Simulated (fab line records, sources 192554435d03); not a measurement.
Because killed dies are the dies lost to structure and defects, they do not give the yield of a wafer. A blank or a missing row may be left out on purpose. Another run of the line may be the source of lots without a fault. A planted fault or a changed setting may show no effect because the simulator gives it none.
Matching of chambers | flow n5Finfet | pecvd-01 running N5_BEOL_M8_PECVD_70: 3 sister chambers
The step deposits SiO2 from TEOS/O2, target thk 20 nm, time 22.7 s. 3 wafers are shown with their chamber, then 9 later ones without.

WAFERS WITH THEIR CHAMBER
wafer  | chamber | throttleValvePct (%)
L081.1 | 0       | 23.5
L095.3 | 2       | 19.5
L095.4 | 1       | 21.2

WAFERS MISSING THEIR CHAMBER
wafer  | throttleValvePct (%)
L094.2 | 21.2
L094.4 | 19.4
L094.5 | 19.4
L096.2 | 24.2
L096.3 | 21.2
L096.6 | 19.3
L097.1 | 21.0
L097.5 | 24.4
L097.6 | 19.3

WHICH CHAMBER EACH WENT THROUGH
wafer  | from the rows above | in truth
L094.2 | 1                   | 1
L094.4 | 2                   | 2
L094.5 | 2                   | 2
L096.2 | 0                   | 0
L096.3 | 1                   | 1
L096.6 | 2                   | 2
L097.1 | 1                   | 1
L097.5 | 0                   | 0
L097.6 | 2                   | 2
Correct placement for 9 of the 9. Can't be placed from these rows: 0. Wrongly placed: 0.
How it was worked out, from the rows above alone: a wafer's distance from a chamber is the root of the sum, over the readings, of the square of ((its reading less the chamber's mean) divided by the reading's scatter). If the next closest chamber is less than 2 further off than the closest, the wafer can't be placed; otherwise it belongs to the closest. For every chamber, the mean is computed from those of its wafers that are shown. The scatter: root of mean squared gap, hidden wafer to nearest shown wafer, with one shown wafer a chamber.
